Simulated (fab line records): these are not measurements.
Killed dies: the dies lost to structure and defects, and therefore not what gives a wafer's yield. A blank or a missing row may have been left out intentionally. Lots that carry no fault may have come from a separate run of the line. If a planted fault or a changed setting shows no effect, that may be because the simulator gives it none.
Chamber matching -- flow nand harc -- NHARC_A_M1_DEP_33 on pecvd-01 has 3 sister chambers
The step deposits SiCN, target thk 30 nm. 6 wafers are shown with their chamber, then 7 later ones without.

== EACH WAFER AND ITS CHAMBER ==
wafer,chamber,heater power w (W)
L136.4,0,533
L137.1,0,467
L137.3,1,680
L137.6,2,591
L141.1,1,563
L141.4,2,560

== WAFERS WITH NO CHAMBER GIVEN ==
wafer,heater power w (W)
L141.5,527
L145.1,622
L145.2,499
L145.6,560
L149.2,627
L149.3,504
L149.6,665

== CHAMBER TAKEN BY EACH ==
wafer,from the rows above,in truth
L141.5,can't be placed: 0 or 2 or 1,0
L145.1,can't be placed: 1 or 2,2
L145.2,can't be placed: 0 or 2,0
L145.6,can't be placed: 2 or 0 or 1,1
L149.2,can't be placed: 1 or 2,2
L149.3,can't be placed: 0 or 2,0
L149.6,can't be placed: 1 or 2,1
Correct placement for 0 of the 7. Unplaceable from these rows: 7, with the true chamber sitting among the candidates in 7. 0 placed wrongly.
How it was worked out, from the rows above alone: a wafer's distance from a chamber is the root of the sum, over the readings, of the square of ((its reading less the chamber's mean) divided by the reading's scatter). The wafer belongs to the nearest chamber; if the next one is less than 2 further off, it can't be placed. The mean given for a chamber averages the wafers shown for that chamber. The scatter is the square root of a quotient: the sum, over the shown wafers, of each reading's squared deviation from its chamber's mean, divided by wafers minus chambers.
